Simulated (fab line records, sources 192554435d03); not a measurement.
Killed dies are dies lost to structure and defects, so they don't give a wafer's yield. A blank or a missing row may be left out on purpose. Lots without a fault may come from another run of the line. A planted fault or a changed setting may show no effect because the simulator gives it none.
Chamber matching | flow n5_finfet | N5_BEOL_M0_SAQP_PECVD_96 on pecvd-02: 3 sister chambers
The step deposits a-Si from SiH4/He, target thk 45 nm, time 45.2 s. 3 wafers are shown with their chamber, then 10 later ones without.

WAFERS WITH THEIR CHAMBER
wafer  | chamber | throttle_valve_pct (%)
L091.6 | 2       | 17.5
L094.4 | 0       | 18.5
L094.5 | 1       | 20.2

WAFERS WITHOUT THEIR CHAMBER
wafer  | throttle_valve_pct (%)
L094.6 | 18.0
L095.1 | 19.9
L095.5 | 19.9
L095.6 | 18.1
L097.1 | 18.7
L097.4 | 18.6
L097.5 | 17.7
L096.1 | 18.4
L096.2 | 18.0
L096.3 | 20.0

WHICH CHAMBER EACH WENT THROUGH
wafer  | from the rows above     | in truth
L094.6 | can't be placed: 0 or 2 | 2
L095.1 | 1                       | 1
L095.5 | 1                       | 1
L095.6 | can't be placed: 0 or 2 | 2
L097.1 | 0                       | 0
L097.4 | 0                       | 0
L097.5 | can't be placed: 2 or 0 | 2
L096.1 | 0                       | 0
L096.2 | can't be placed: 0 or 2 | 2
L096.3 | 1                       | 1
Placed correctly: 6 of 10. Can't be placed from these rows: 4 (the true chamber is among the candidates in 4). Placed wrongly: 0.
How it was worked out, from the rows above alone: a wafer's distance from a chamber is the root of the sum, over the readings, of the square of ((its reading less the chamber's mean) divided by the reading's scatter). The wafer belongs to the nearest chamber; if the next one is less than 2 further off, it can't be placed. A chamber's mean is the mean of its shown wafers. The scatter: with one shown wafer a chamber, the root of the mean of the squares of how far each hidden wafer lies from its nearest shown one.
